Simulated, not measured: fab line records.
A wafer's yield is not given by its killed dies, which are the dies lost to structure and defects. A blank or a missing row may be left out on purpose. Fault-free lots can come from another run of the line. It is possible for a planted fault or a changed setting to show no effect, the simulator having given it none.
Split-lot study	flow n5 finfet	21 wafers read from 7 lots, route of 1938 steps

ON THE SPLIT
At N5_BEOL_M9_ILD_DEP_00 (deposits SiCOH lowk from DEMS/porogen, target thk 308.51 nm, time 58 s), the setting time s was moved away from the recipe's 58 s on 7 of the 21 wafers read, by -9.8% to +13.1%. All remaining wafers had this setting at the recipe value.

SPLIT TO READING: what lies between them in the file, 1 step
- N5_BEOL_M9_CURE_71: cures SiCOH lowk, time 240 s

THE READING
M9_ILD_THK in nanometres, read at N5_BEOL_M9_THK_MEAS_01. Typical for fault-free wafers on this fab line: 267.1 nm, with standard deviation 3 nm.

wafer	tool, chamber at the split	time s as run, s	against the recipe	M9_ILD_THK, nm	against lot-mates on the recipe
L080.1	pecvd-03, 0	58	recipe	266.0	-
L080.3	pecvd-03, 1	53.32	-8.1%	244.6	-24.6
L080.6	pecvd-03, 0	58	recipe	272.4	-
L081.1	pecvd-01, 1	58	recipe	265.0	-
L081.4	pecvd-01, 2	65.58	+13.1%	305.8	+37.6
L081.6	pecvd-01, 0	58	recipe	271.5	-
L083.4	pecvd-02, 1	58	recipe	271.8	-
L083.5	pecvd-02, 0	58	recipe	269.0	-
L083.6	pecvd-02, 2	58	recipe	269.4	-
L082.2	pecvd-02, 0	52.34	-9.8%	239.4	-32.6
L082.4	pecvd-02, 1	52.34	-9.8%	244.6	-27.4
L082.5	pecvd-02, 0	58	recipe	272.0	-
L089.2	pecvd-02, 1	58	recipe	265.6	-
L089.3	pecvd-02, 2	54.16	-6.6%	246.6	-21.6
L089.4	pecvd-02, 1	58	recipe	270.8	-
L093.1	pecvd-02, 1	58	recipe	265.9	-
L093.4	pecvd-02, 0	58	recipe	269.7	-
L093.5	pecvd-02, 1	58	recipe	266.6	-
L094.2	pecvd-02, 1	64.21	+10.7%	292.8	+24.3
L094.3	pecvd-02, 2	64.21	+10.7%	294.7	+26.2
L094.6	pecvd-02, 2	58	recipe	268.5	-

FIT RESULTS
A straight line over all 21 wafers: M9_ILD_THK changes by +2.69 nm for each +1% of time s; r = +0.98; the points scatter about the line by 2.9 nm.
The same after taking each lot's own level away (the mean of its wafers on the recipe; 21 wafers): +2.8 nm for each +1%; r = +0.99; scatter 2.7 nm.
The reading moves by 37 nm for the largest change in time s, on that fit.
Measured against the standard deviation above, the lots' own levels, which go from 267.40 to 272.00 nm, span 1.5 times it.
Hence the lot-to-lot level has little effect on the slope; both slopes agree.
Check: +34.9 nm against its lot-mates is what the line predicts for one of the wafers moved furthest among these (+13.1%) when that wafer is left out of the fit. It came out at +37.6 nm against them.

FURTHER SPLITS ON THESE WAFERS
Other splits were also applied to these wafers ahead of the reading. Each is held against what the fit with the lots' levels taken away leaves over:
other split on the same wafers	wafers away from the commonest value	r with M9_ILD_THK (lot level and that fit taken away)
N5_BEOL_M5_TRENCH_ETCH_37 bias w	5	+0.34
N5_BEOL_M6_TRENCH_ETCH_37 time s	8	+0.37
N5_BEOL_M7_PECVD_70 temp c	7	-0.06
N5_BEOL_M7_HM_DEP_02 target thk a	9	+0.20
N5_BEOL_M7_DEP_56 time s	6	+0.22

THE WHOLE CHAIN: every reading that the file lists as answering this split, in the file's order
step	what it does	reading	change (the file's fit)	r (the file's)
N5_BEOL_M9_ILD_DEP_00	deposits SiCOH lowk from DEMS/porogen, target thk 308.51 nm, time 58 s	SiCOH_lowk_of_BEOL_M9_ILD_DEP_00.thk nm (the simulator's own value, which no gauge read)	+3.22 nm for each +1% of the setting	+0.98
N5_BEOL_M9_CURE_71	cures SiCOH lowk, time 240 s	SiCOH_lowk_of_BEOL_M9_ILD_DEP_00.thk nm (the simulator's own value, which no gauge read)	+2.84 nm for each +1% of the setting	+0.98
N5_BEOL_M9_THK_MEAS_01		M9_ILD_THK	+2.85 for each +1% of the setting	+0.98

THE FILE'S OWN FIT
M9_ILD_THK changes by +2.85 nm for each +1% of time s, r = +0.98.
